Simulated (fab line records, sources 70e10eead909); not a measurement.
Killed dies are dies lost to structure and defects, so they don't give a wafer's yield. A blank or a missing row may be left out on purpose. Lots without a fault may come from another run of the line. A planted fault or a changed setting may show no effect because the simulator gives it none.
A struck lot beside a sound one | flow nand_harc | 14 steps out of a route of 1159
Sound: wafers L582.2, L582.3, L582.6. Struck: wafers L577.2, L577.6. (L577.3 of the same lot was not struck and is left out.) The cause comes at the end.
At each step with rows: each side's tool, then ch and its chambers, then its first start. Under that, the readings that differ: sound wafers | struck wafers | difference of the means | sigmas: that difference in standard deviations of wafers without a fault.
alike: readings whose means differ by less than 2 such deviations, and words and numbers that are the same on both sides. not compared: withheld readings, readings that some wafer has no value for, bounds like >300 that may hide the same value, and numbers for which the record gives no deviation and whose values overlap.
The two part at a step that has a row with sigmas, a row that says differs or no value, or rows on one side only. Numbers that don't overlap but have no deviation are shown without sigmas and don't part them. A reading that every wafer of one side lacks parts them only if that side has two wafers or more.

first, 1 step without rows for these wafers: NHARC_A_ONON_D1_DEP_06 (target thk 1000 nm).
NHARC_A_ONON_D1_THK_MEAS_08: measures by ellipsometry.
  sound on film_metro-02, day 12 20:38; struck on film_metro-01, day 11 15:44
  alike: thk_nm
then, 1 step without rows for these wafers: NHARC_A_ONON_D1_DEP_09 (target thk 1000 nm).
NHARC_A_ONON_D1_THK_MEAS_11: measures by ellipsometry.
  sound on film_metro-02, day 12 21:13; struck on film_metro-02, day 11 16:19
  alike: thk_nm
then, 1 step without rows for these wafers: NHARC_A_ONON_D1_DEP_12 (target thk 1000 nm).
NHARC_A_ONON_D1_THK_MEAS_14: measures by ellipsometry.
  sound on film_metro-02, day 12 21:46; struck on film_metro-02, day 11 16:53
  alike: thk_nm
then, 2 steps without rows for these wafers: NHARC_A_ONON_D1_ANNEAL_15 (time 3600 s); NHARC_A_ONON_D1_DEP_16 (target thk 1000 nm).
NHARC_A_ONON_D1_THK_MEAS_18: measures by ellipsometry.
  sound on film_metro-01, day 13 06:50; struck on film_metro-01, day 12 00:02
  alike: thk_nm
then, 1 step without rows for these wafers: NHARC_A_ONON_D1_DEP_19 (target thk 1000 nm).
NHARC_A_ONON_D1_THK_MEAS_21: measures by ellipsometry.
  sound on film_metro-02, day 13 07:24; struck on film_metro-01, day 12 00:36
  alike: thk_nm
NHARC_A_ONON_D1_DEP_22: target thk 1000 nm.
  sound on pecvd_onon-01 ch 0, day 13 07:31; struck on pecvd_onon-02 ch 0, day 12 00:43
  alike: n2_flow_sccm
NHARC_A_ONON_D1_THK_MEAS_24: measures by ellipsometry.
  sound on film_metro-01, day 13 07:58; struck on film_metro-01, day 12 01:11
  reading     | sound          | struck    | difference | sigmas
  thk_nm (nm) | 1023 1022 1022 | 1135 1136 | +113       | +10
then, 1 step without rows for these wafers: NHARC_A_ONON_D1_DEP_25 (target thk 1000 nm).

WHERE THEY PART
Only at NHARC_A_ONON_D1_THK_MEAS_24, within this record.

WHY: what the simulator had put in
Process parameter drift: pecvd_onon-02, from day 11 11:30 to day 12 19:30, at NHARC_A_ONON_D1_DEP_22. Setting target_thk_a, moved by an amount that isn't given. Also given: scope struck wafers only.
